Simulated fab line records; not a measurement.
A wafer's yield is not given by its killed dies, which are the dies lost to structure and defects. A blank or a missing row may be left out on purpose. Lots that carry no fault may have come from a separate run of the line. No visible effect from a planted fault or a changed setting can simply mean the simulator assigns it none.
fab line records	flow n5_finfet
record: lots: 6	wafers: 18	last_day: 18
route steps=1938 shown BEOL_M11@1596 BEOL_M12@1602 PASSIVATION@1936
lots with no fault: from the same line, run without faults
start_h: hours from the record's first day to the start of the lot's first wafer shown	wait_h: hours elapsed since this lot's preceding step	" the same as in the row above	L1.1+2: a single row standing in for several wafers	- no value present, or no start provided	* or withheld: withheld	< > ~ a bound
route shown NAME@n: a module of which the file shows steps, and the number in the route of the first	usual: average and standard deviation across the fault-free wafers	same: alike in all rows	chamber/n: place in a boat	sites: the reading at each site	_std_site: their standard deviation	_edge_site: outer sites' mean less inner sites'	radius_mm: how far each site lies from the wafer's centre	mask NAME#n: copy n	behind: the tool/chamber that last shaped the wafer	hold: the reason the lot was held/the length of the hold in hours/how it ended	device: transistor that didn't switch, given as n, p or np	end of line: the tests these same wafers got at the end of their route	step lacking rows: just its recipe	killed: not the wafer's yield, but the dies lost to structure and defects at the first sort	map: a wafer's dies, x killed, . not, _ none there
set.NAME: the setting as run; set.NAME@STEP: as run at that earlier step	model.NAME: the simulator's own value behind a step, which no gauge read
certain route steps with their lots: each step a table, each wafer a row
services: a tool's chamber out of use, with start hour (start_h, from the record's first day; less than 0 if before it), hours out, and reason
== steps ==
step: N5_BEOL_M11_CMP_52
recipe: stop_on: SiCOH_lowk	t_overpolish_s: 7	down_force_psi: 1	platen_rpm: 50	clearing_platen_down_force_psi: 1.5	clearing_platen_rpm: 50	post_cmp_clean: cu_alkaline	target_thk_nm: 140	clearing_platen_pad_velocity_m_s: 0.99484	pad_velocity_m_s: 0.99484
usual: barrier_field_endpoint_s: 28.7/0.79	head_pressure_psi: 1.0001/0.0023	motor_current_A: 6.0/0.76	overpolish_run_s: 6.999/0.0079	time_to_endpoint_s: 66/3.6
lot.wafer	tool	chamber	start_h	wait_h	barrier_field_endpoint_s	head_pressure_psi	motor_current_A	overpolish_run_s	time_to_endpoint_s
L935.4	cmp-01	1	272.02	0.2	28.0	0.9968	6.1	6.994	63
L935.2	"	2	"	"	29.0	0.9991	4.5	6.996	70
L935.5	"	0	"	"	28.5	1.0010	6.3	7.012	61
L939.4	cmp-04	0	281.95	0.2	28.5	0.9976	5.0	6.995	67
L939.2	"	2	"	"	29.2	0.9979	6.5	7.008	71
L939.6	"	3	"	"	27.9	0.9993	6.1	6.995	62
L949.2	cmp-03	3	351.47	0.2	28.3	1.0043	6.7	7.000	67
L949.1	"	1	"	"	27.7	1.0002	5.6	6.986	65
L949.5	"	3	"	"	29.4	1.0039	6.1	7.005	66
L951.3	cmp-03	1	351.89	0.2	27.7	1.0027	4.9	7.010	64
L951.4	"	2	"	"	28.3	1.0055	7.2	6.997	67
L951.6	"	1	"	"	27.2	1.0008	5.3	7.017	61
L956.1	cmp-03	2	386.66	0.3	28.9	1.0033	7.3	7.004	69
L956.4	"	1	"	"	28.4	1.0004	5.1	6.993	67
L956.5	"	3	"	"	29.9	1.0011	6.5	6.996	70
L955.2	cmp-03	2	386.94	0.2	29.6	1.0023	7.5	6.997	73
L955.3	"	3	"	"	28.3	0.9951	6.3	7.003	69
L955.1	"	0	"	"	27.5	1.0003	6.5	7.001	63
step: N5_BEOL_M11_THK_MEAS_53
recipe: thk_meas_gauge: xrf	reads: Cu_of_BEOL_M11_ECD_50
usual: M11_THK: 141/4
lot.wafer	tool	chamber	start_h	wait_h	M11_THK[nm]
L935.2	film_metro-02	-	272.24	-	148
L935.4	"	-	"	"	152
L935.5	"	-	"	"	140
L939.2	film_metro-01	-	282.20	-	143
L939.4	"	-	"	"	139
L939.6	"	-	"	"	136
L949.1	film_metro-02	-	351.76	-	135
L949.2	"	-	"	"	132
L949.5	"	-	"	"	141
L951.3	film_metro-01	-	352.19	-	144
L951.4	"	-	"	"	141
L951.6	"	-	"	"	138
L956.1	film_metro-02	-	386.95	-	139
L956.4	"	-	"	"	150
L956.5	"	-	"	"	145
L955.1	film_metro-01	-	387.20	-	150
L955.2	"	-	"	"	147
L955.3	"	-	"	"	142
step: N5_BEOL_M11_PRE_CLEAN_55
recipe: gas: NH3	time_s: 15	temp_c: withheld	rf_power_w: 300
step: N5_BEOL_M11_DEP_56
recipe: material: SiCN	target_thk_a: 300	temp_c: withheld	precursor: 3MS/NH3	pressure_torr: 3	rf_w: 675	time_s: 10.5
usual: showerhead_plenum_p_Torr: 4.161/0.025	throttle_valve_pct: 17.8/0.9
lot.wafer	tool	chamber	start_h	wait_h	showerhead_plenum_p_Torr	throttle_valve_pct
L935.2	pecvd-04	2	272.30	0.0	4.155	16.5
L935.4	"	1	"	"	4.124	18.4
L935.5	"	2	"	"	4.142	16.4
L939.2	pecvd-03	0	282.28	0.0	4.219	16.9
L939.4	"	1	"	"	4.151	19.6
L939.6	"	1	"	"	4.154	19.3
L949.1	pecvd-04	1	351.82	0.0	4.138	18.2
L949.2	"	2	"	"	4.153	16.7
L949.5	"	2	"	"	4.140	16.5
L951.3	pecvd-03	2	352.25	0.0	4.186	17.2
L951.4	"	2	"	"	4.178	17.2
L951.6	"	1	"	"	4.158	19.5
L956.1	pecvd-03	1	387.01	0.0	4.148	19.4
L956.4	"	2	"	"	4.188	17.5
L956.5	"	1	"	"	4.154	19.9
L955.1	pecvd-02	2	387.27	0.0	4.147	17.9
L955.2	"	0	"	"	4.160	17.0
L955.3	"	0	"	"	4.167	16.9
step: N5_BEOL_M11_RS_MEAS_57
recipe: thk_meas_gauge: four-point-probe	reads: Cu_of_BEOL_M11_ECD_50+Co_of_BEOL_M11_CVD_75+TaN_of_BEOL_M11_ALD_74
usual: M11_RS: 0.152/0.0047
lot.wafer	tool	chamber	start_h	wait_h	M11_RS[ohm/sq]
L935.2	film_metro-02	-	272.36	0.0	0.145
L935.4	"	-	"	"	0.141
L935.5	"	-	"	"	0.154
L939.2	film_metro-01	-	282.36	0.1	0.149
L939.4	"	-	"	"	0.153
L939.6	"	-	"	"	0.157
L949.1	film_metro-01	-	351.88	0.0	0.158
L949.2	"	-	"	"	0.161
L949.5	"	-	"	"	0.151
L951.3	film_metro-02	-	352.31	0.0	0.149
L951.4	"	-	"	"	0.153
L951.6	"	-	"	"	0.156
L956.1	film_metro-01	-	387.08	0.0	0.154
L956.4	"	-	"	"	0.142
L956.5	"	-	"	"	0.148
L955.1	film_metro-02	-	387.35	0.1	0.142
L955.2	"	-	"	"	0.146
L955.3	"	-	"	"	0.151
step: N5_BEOL_M11_INSPECT_58
recipe: inspect_instrument: darkfield	mode: post_dep
usual: raw_defect_count: 76/25
lot.wafer	tool	chamber	start_h	wait_h	raw_defect_count
L935.2	defect_inspect-01	-	272.39	0.0	69
L935.4	"	-	"	"	80
L935.5	"	-	"	"	77
L939.2	defect_inspect-02	-	282.38	0.0	37
L939.4	"	-	"	"	61
L939.6	"	-	"	"	46
L949.1	defect_inspect-02	-	351.91	0.0	88
L949.2	"	-	"	"	58
L949.5	"	-	"	"	87
L951.3	defect_inspect-01	-	352.34	0.0	66
L951.4	"	-	"	"	85
L951.6	"	-	"	"	74
L956.1	defect_inspect-02	-	387.10	0.0	77
L956.4	"	-	"	"	64
L956.5	"	-	"	"	94
L955.1	defect_inspect-01	-	387.38	0.0	49
L955.2	"	-	"	"	61
L955.3	"	-	"	"	78
step: N5_BEOL_M12_ILD_DEP_00
recipe: material: SiOC	target_thk_a: 6589.2	temp_c: 350	precursor: DEMS/O2	pressure_torr: 5	rf_w: 500	time_s: 130.7
usual: heater_power_w: 505/66	showerhead_plenum_p_Torr: 5.692/0.012	throttle_valve_pct: 11.8/0.43
lot.wafer	tool	chamber	start_h	wait_h	heater_power_w	showerhead_plenum_p_Torr	throttle_valve_pct
L935.2	pecvd-01	1	272.42	0.0	487	5.679	11.9
L935.4	"	1	"	"	518	5.683	12.1
L935.5	"	0	"	"	431	5.701	11.8
L939.2	pecvd-02	1	282.42	0.0	381	5.698	11.8
L939.4	"	1	"	"	424	5.701	11.8
L939.6	"	0	"	"	462	5.684	11.3
L949.1	pecvd-01	1	351.95	0.0	506	5.687	11.9
L949.2	"	0	"	"	386	5.682	12.0
L949.5	"	2	"	"	503	5.704	12.1
L951.3	pecvd-01	0	352.38	0.0	347	5.677	12.0
L951.4	"	1	"	"	516	5.684	12.0
L951.6	"	0	"	"	381	5.676	12.1
L956.1	pecvd-04	2	387.14	0.0	585	5.683	10.9
L956.4	"	2	"	"	490	5.684	10.9
L956.5	"	1	"	"	466	5.680	12.1
L955.1	pecvd-04	1	387.42	0.0	483	5.673	12.1
L955.2	"	2	"	"	583	5.691	10.8
L955.3	"	0	"	"	591	5.678	12.3
step: N5_BEOL_M12_THK_MEAS_01
recipe: reads: SiOC_of_BEOL_M12_ILD_DEP_00
usual: M12_ILD_THK: 665/8.7
lot.wafer	tool	chamber	start_h	wait_h	M12_ILD_THK[nm]
L935.2	film_metro-02	-	272.56	0.1	663
L935.4	"	-	"	"	678
L935.5	"	-	"	"	682
L939.2	film_metro-02	-	282.55	0.1	674
L939.4	"	-	"	"	681
L939.6	"	-	"	"	662
L949.1	film_metro-01	-	352.08	0.1	659
L949.2	"	-	"	"	668
L949.5	"	-	"	"	679
L951.3	film_metro-02	-	352.51	0.1	668
L951.4	"	-	"	"	664
L951.6	"	-	"	"	668
L956.1	film_metro-01	-	387.27	0.1	650
L956.4	"	-	"	"	668
L956.5	"	-	"	"	673
L955.1	film_metro-02	-	387.55	0.1	672
L955.2	"	-	"	"	663
L955.3	"	-	"	"	646
step: N5_BEOL_M12_COAT_58
recipe: resist: BARC	temp_c: 205	time_s: 60	spin_rpm: 1500	resist_thk_nm: 89
step: N5_BEOL_M12_COAT_04
recipe: spin_rpm: 1625	resist_thk_nm: 400
step: N5_BEOL_M12_EBR_06
recipe: solvent: PGMEA	ebr_width_mm: 1.5
step: N5_BEOL_M12_SOFTBAKE_05
recipe: temp_c: 130	time_s: 60
step: N5_BEOL_M12_EXPOSE_07
recipe: mask_id: V11	na: 0.93	source_shape: conventional	sigma_outer: 0.6	polarization: unpolarized	attpsm_phase_deg: 180	dose_mj: 32.5
usual: exposure_dose_mJ_cm2: 32.49/0.04
lot.wafer	tool	chamber	start_h	wait_h	mask	exposure_dose_mJ_cm2
L935.2	krf_scanner-02	0	272.69	-	V11#0	32.50
L935.4	"	0	"	"	V11#0	32.49
L935.5	"	0	"	"	V11#0	32.53
L939.2	krf_scanner-01	0	282.69	-	V11#0	32.49
L939.4	"	0	"	"	V11#0	32.50
L939.6	"	0	"	"	V11#0	32.49
L949.1	krf_scanner-02	0	352.21	-	V11#0	36.26
L949.2	"	0	"	"	V11#0	36.37
L949.5	"	0	"	"	V11#0	36.30
L951.3	krf_scanner-02	0	352.65	-	V11#0	35.55
L951.4	"	0	"	"	V11#0	35.55
L951.6	"	0	"	"	V11#0	35.56
L956.1	krf_scanner-01	0	387.53	-	V11#0	32.46
L956.4	"	0	"	"	V11#0	32.48
L956.5	"	0	"	"	V11#0	32.45
L955.1	krf_scanner-01	0	387.68	-	V11#0	32.48
L955.2	"	0	"	"	V11#0	32.52
L955.3	"	0	"	"	V11#0	32.51
step: N5_BEOL_M12_PEB_08
recipe: peb_temp_c: 130	peb_time_s: 90
step: N5_BEOL_M12_DEVELOP_09
recipe: develop_time_s: 45	rinse_liquid: diw	dry: air_spin	dev_temp_c: 21
step: N5_BEOL_M12_HARDBAKE_14
recipe: temp_c: 130	time_s: 120
step: N5_BEOL_M12_CD_MEAS_10
recipe: target_cd_nm: 140	landing_energy_ev: 500	detector: se_inlens	polarity: opening
usual: cd_nm: 140.7/2.4
lot.wafer	tool	chamber	start_h	wait_h	cd_nm
L935.2	cd_sem-02	0	272.86	-	141.3
L935.4	"	0	"	"	141.6
L935.5	"	0	"	"	138.6
L939.2	cd_sem-03	0	282.85	-	141.1
L939.4	"	0	"	"	137.6
L939.6	"	0	"	"	141.3
L949.1	cd_sem-03	0	352.38	-	155.0
L949.2	"	0	"	"	151.8
L949.5	"	0	"	"	154.6
L951.3	cd_sem-01	0	352.81	-	149.1
L951.4	"	0	"	"	152.2
L951.6	"	0	"	"	152.8
L956.1	cd_sem-01	0	387.70	-	140.7
L956.4	"	0	"	"	141.9
L956.5	"	0	"	"	138.1
L955.1	cd_sem-03	0	387.85	-	143.0
L955.2	"	0	"	"	144.8
L955.3	"	0	"	"	144.2
step: N5_BEOL_M12_OVL_MEAS_11
recipe: points_per_wafer: 44
usual: V11_OVL: 2/5.8
lot.wafer	tool	chamber	start_h	wait_h	V11_OVL[nm]
L935.2	overlay-02	0	272.89	0.0	7
L935.4	"	0	"	"	22
L935.5	"	0	"	"	9
L939.2	overlay-01	0	282.88	0.0	5
L939.4	"	0	"	"	2
L939.6	"	0	"	"	3
L949.1	overlay-01	0	352.41	0.0	10
L949.2	"	0	"	"	0
L949.5	"	0	"	"	7
L951.3	overlay-01	0	352.84	0.0	3
L951.4	"	0	"	"	-7
L951.6	"	0	"	"	-7
L956.1	overlay-02	0	387.73	0.0	2
L956.4	"	0	"	"	8
L956.5	"	0	"	"	-3
L955.1	overlay-01	0	387.88	0.0	-3
L955.2	"	0	"	"	3
L955.3	"	0	"	"	0
step: N5_PASSIVATION_PROBE_49
usual: defect_limited_yield: 91.5/1.4	killed_at_M0_to_M3: 32/11	killed_at_M4_up: 12/4.4	killed_at_contacts: 13/6.1	killed_at_front_end: 39/12	killed_at_other: 3.9/3	killed_dies: 100/17	killed_open: 66/12	killed_short: 33/7.4	sort_bin_4_leakage: 0.03/0.14	sort_bin_5_function: 5.0/0.95	sort_bin_6_memory: 3.2/0.66	sort_bin_8_speed: 0.0/0.33	sort_n_pass: 1079/17	sort_yield_pct: 91.4/1.5
same: gross_dies: 1180	killed_at_back_side: 0
lot.wafer	tool	chamber	start_h	wait_h	defect_limited_yield[%]	killed_at_M0_to_M3	killed_at_M4_up	killed_at_contacts	killed_at_front_end	killed_at_other	killed_dies	killed_open	killed_short	sort_bin_4_leakage[%]	sort_bin_5_function[%]	sort_bin_6_memory[%]	sort_bin_8_speed[%]	sort_n_pass	sort_yield_pct[%]
L935.2	prober-01	-	309.02	0.1	91.6	22	16	14	45	2	99	56	36	0	4.5	3.1	0.5	1075	91.1
L935.4	prober-01	-	309.12	0.2	91.9	33	6	8	46	2	95	64	30	0	4.9	2.8	0	1085	91.9
L935.5	prober-01	-	309.17	0.2	92.3	12	17	20	41	1	91	63	27	0	4.7	2.7	0	1089	92.3
L949.1	prober-01	-	392.11	0.0	88.9	32	51	19	27	2	131	57	37	0	4.7	3.2	0	1049	88.9
L949.2	prober-01	-	392.16	0.1	91.9	43	14	16	21	2	96	56	34	0	4.2	3.2	0	1084	91.9
L949.5	prober-01	-	392.31	0.2	92.0	22	20	13	35	4	94	57	33	0	4.4	3.1	0	1086	92.0
L951.3	prober-01	-	396.11	0.1	90.7	43	14	15	30	8	110	70	38	0	5.3	3.5	0	1070	90.7
L951.4	prober-01	-	396.16	0.2	90.4	28	17	12	55	1	113	74	30	0	5.7	3.0	0	1067	90.4
L951.6	prober-01	-	396.26	0.3	90.6	47	7	6	43	8	111	73	38	0	5.8	3.1	0	1069	90.6
L956.1	prober-02	-	422.25	0.0	91.6	23	9	10	51	6	99	66	32	0	4.7	3.6	0	1081	91.6
L956.4	prober-02	-	422.40	0.2	91.4	26	13	10	46	7	102	73	28	0	4.6	3.9	0	1078	91.4
L956.5	prober-02	-	422.45	0.2	91.6	31	10	7	46	5	99	74	24	0	5.0	3.2	0	1081	91.6
L955.1	prober-01	-	432.47	0.0	91.3	33	14	18	34	4	103	62	40	0	5.2	3.4	0	1077	91.3
L955.2	prober-01	-	432.52	0.1	89.0	24	10	18	72	6	130	85	45	0	6.9	3.8	0	1050	89.0
L955.3	prober-01	-	432.57	0.1	93.4	25	16	7	29	1	78	49	27	0.17	3.6	2.8	0	1100	93.2
killed by level:class
L935.2 MOL_CONTACT_COAG:geometric_particle:open=11 DUMMY_GATE:geometric_particle:open=6 GATE_CUT:geometric_particle:short=6 HKMG_FIN:area_etch=6 FIN_SAQP:geometric_particle:short=5 ILD0:geometric_particle:short=5 BEOL_M0_SAQP:geometric_particle:short=5 BEOL_M1:geometric_particle:open=5
L935.4 STI_FIN_REVEAL:geometric_particle:open=17 BEOL_M2:geometric_particle:open=11 BEOL_M1:geometric_particle:open=10 GATE_CUT:geometric_particle:open=6 GATE_CUT:geometric_particle:short=6 STI_FIN_REVEAL:geometric_particle:short=4 MOL_CONTACT_COAG:geometric_particle:short=4 BEOL_M0_SAQP:geometric_particle:short=4
L935.5 MOL_CONTACT_COAG:geometric_particle:open=16 FIN_SAQP:geometric_particle:open=7 DUMMY_GATE:geometric_particle:open=7 FIN_SAQP:geometric_particle:short=6 GATE_CUT:geometric_particle:short=6 BEOL_M4:geometric_particle:open=6 BEOL_M5:geometric_particle:open=5 STI_FIN_REVEAL:geometric_particle:open=4
L949.1 BEOL_M12:area_expose=37 MOL_CONTACT_COAG:geometric_particle:open=14 BEOL_M0_SAQP:geometric_particle:short=8 GATE_CUT:geometric_particle:short=6 BEOL_M2:geometric_particle:open=6 BEOL_M4:geometric_particle:open=6 MOL_CONTACT_COAG:geometric_particle:short=5 STI_FIN_REVEAL:geometric_particle:open=4
L949.2 MOL_CONTACT_COAG:geometric_particle:open=12 BEOL_M1:geometric_particle:open=11 BEOL_M0_SAQP:geometric_particle:short=8 BEOL_M0_SAQP:geometric_particle:open=8 GATE_CUT:geometric_particle:open=6 BEOL_M5:geometric_particle:open=5 BEOL_M3:geometric_particle:open=5 BEOL_M12:area_expose=5
L949.5 MOL_CONTACT_COAG:geometric_particle:open=10 BEOL_M4:geometric_particle:open=10 GATE_CUT:geometric_particle:short=8 FIN_SAQP:geometric_particle:short=6 BEOL_M3:geometric_particle:open=6 BEOL_M0_SAQP:geometric_particle:short=6 STI_FIN_REVEAL:geometric_particle:open=5 GATE_CUT:geometric_particle:open=5
L951.3 MOL_CONTACT_COAG:geometric_particle:open=11 BEOL_M1:geometric_particle:open=9 STI_FIN_REVEAL:geometric_particle:open=7 BEOL_M2:geometric_particle:open=7 BEOL_M0_SAQP:geometric_particle:short=7 BEOL_M3:geometric_particle:open=7 BEOL_M4:geometric_particle:open=6 FIN_SAQP:geometric_particle:open=4
L951.4 STI_FIN_REVEAL:geometric_particle:open=17 FIN_SAQP:geometric_particle:open=11 MOL_CONTACT_COAG:geometric_particle:open=10 BEOL_M0_SAQP:geometric_particle:open=7 BEOL_M3:geometric_particle:open=6 BEOL_M12:area_expose=6 FIN_SAQP:geometric_particle:short=5 BEOL_M0:geometric_particle:open=5
L951.6 BEOL_M0_SAQP:geometric_particle:short=13 BEOL_M0_SAQP:geometric_particle:open=12 FIN_SAQP:geometric_particle:open=11 STI_FIN_REVEAL:geometric_particle:open=10 BEOL_M2:geometric_particle:open=8 FIN_SAQP:geometric_particle:short=6 MIM_TOP_ETCH:geometric_particle:open=6 GATE_CUT:geometric_particle:short=5
L956.1 GATE_CUT:geometric_particle:open=12 FIN_SAQP:geometric_particle:short=9 GATE_CUT:geometric_particle:short=8 FIN_SAQP:geometric_particle:open=6 DUMMY_GATE:geometric_particle:open=6 MOL_CONTACT_COAG:geometric_particle:open=6 BEOL_M2:geometric_particle:open=6 BEOL_M1:geometric_particle:open=5
L956.4 MOL_CONTACT_COAG:geometric_particle:open=10 DUMMY_GATE:geometric_particle:open=9 BEOL_M1:geometric_particle:open=9 STI_FIN_REVEAL:geometric_particle:open=8 GATE_CUT:geometric_particle:open=6 GATE_CUT:geometric_particle:short=6 BEOL_M2:geometric_particle:open=5 BEOL_M6:geometric_particle:open=5
L956.5 FIN_SAQP:geometric_particle:open=10 MOL_CONTACT_COAG:geometric_particle:open=7 BEOL_M3:geometric_particle:open=7 BEOL_M1:geometric_particle:open=7 DUMMY_GATE:geometric_particle:open=6 GATE_CUT:geometric_particle:open=6 BEOL_M0_SAQP:geometric_particle:short=6 GATE_CUT:geometric_particle:short=5
L955.1 MOL_CONTACT_COAG:geometric_particle:open=14 FIN_SAQP:geometric_particle:open=9 BEOL_M0_SAQP:geometric_particle:short=9 BEOL_M3:geometric_particle:open=6 BEOL_M0_SAQP:geometric_particle:open=5 BEOL_M4:geometric_particle:open=5 FIN_SAQP:geometric_particle:short=4 GATE_CUT:geometric_particle:short=4
L955.2 FIN_SAQP:geometric_particle:short=20 MOL_CONTACT_COAG:geometric_particle:open=16 FIN_SAQP:geometric_particle:open=15 STI_FIN_REVEAL:geometric_particle:open=7 DUMMY_GATE:geometric_particle:open=7 BEOL_M3:geometric_particle:open=6 DUMMY_GATE:geometric_particle:short=5 ILD0:geometric_particle:open=5
L955.3 BEOL_M0_SAQP:geometric_particle:short=7 STI_FIN_REVEAL:geometric_particle:open=5 MOL_CONTACT_COAG:geometric_particle:open=5 BEOL_M4:geometric_particle:open=5 BEOL_M2:geometric_particle:open=5 FIN_SAQP:geometric_particle:open=4 BEOL_M0_SAQP:geometric_particle:open=4 BEOL_M3:geometric_particle:open=4
== services ==
tool	chamber	start_h	hours	kind
cmp-01	-	251.56	4.0	pm
krf_scanner-02	-	259.22	1.3	pm
cmp-01	-	260.01	6.3	pm
pecvd-02	-	266.68	5.9	repair
pecvd-03	2	281.80	4.3	repair
krf_scanner-01	-	294.05	1.3	pm
cmp-04	-	306.07	0.5	repair
pecvd-03	-	307.84	0.5	repair
krf_scanner-01	-	308.31	21.0	pm
cmp-03	-	311.23	4.0	pm
pecvd-03	0	320.29	13.8	repair
pecvd-02	-	332.83	0.4	repair
pecvd-01	-	333.72	1.4	repair
cmp-03	-	337.01	3.0	pm
krf_scanner-01	-	343.12	0.8	pm
cmp-03	-	353.25	6.8	pm
cmp-03	-	360.92	2.5	repair
cmp-03	-	366.71	1.0	repair
cmp-03	-	367.73	0.4	repair
krf_scanner-01	-	374.81	1.0	pm
pecvd-03	2	377.01	8.5	repair
pecvd-01	2	383.68	6.4	repair
pecvd-02	-	387.42	0.9	repair
krf_scanner-02	-	387.51	1.0	pm
== key ==
first_sign: step: N5_BEOL_M12_EXPOSE_07	reading: exposure_dose_mJ_cm2	direction: up	sigmas: 87	usual: 32.49	struck: 35.93
effect: step: N5_BEOL_M12_CD_MEAS_10	reading: cd_nm	direction: up	sigmas: 5	usual: 140.7	struck: 152.6	through: control_loop
effect: step: N5_PASSIVATION_PROBE_49	reading: killed_at_M4_up	direction: up	sigmas: 1.9	usual: 12	struck: 20	wafers_moved: 1
met_at N5_BEOL_M12_EXPOSE_07
struck_wafers L949.1,L949.2,L949.5,L951.3,L951.4,L951.6
loop_trim: step: N5_BEOL_M12_EXPOSE_07	setting: dose	lots: L949,L951
onset_between 272.69 352.21
fault: kind: process_parameter_drift	tool: krf_scanner-02	chamber: -	onset_h: 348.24	steps: N5_BEOL_M12_EXPOSE_07	channel: dose_mj	offset: 4.824	shape: step	acts_in: these_recipes_only	stated: 32.5
loop_trim: a control loop set the setting to another value than it would have without faults
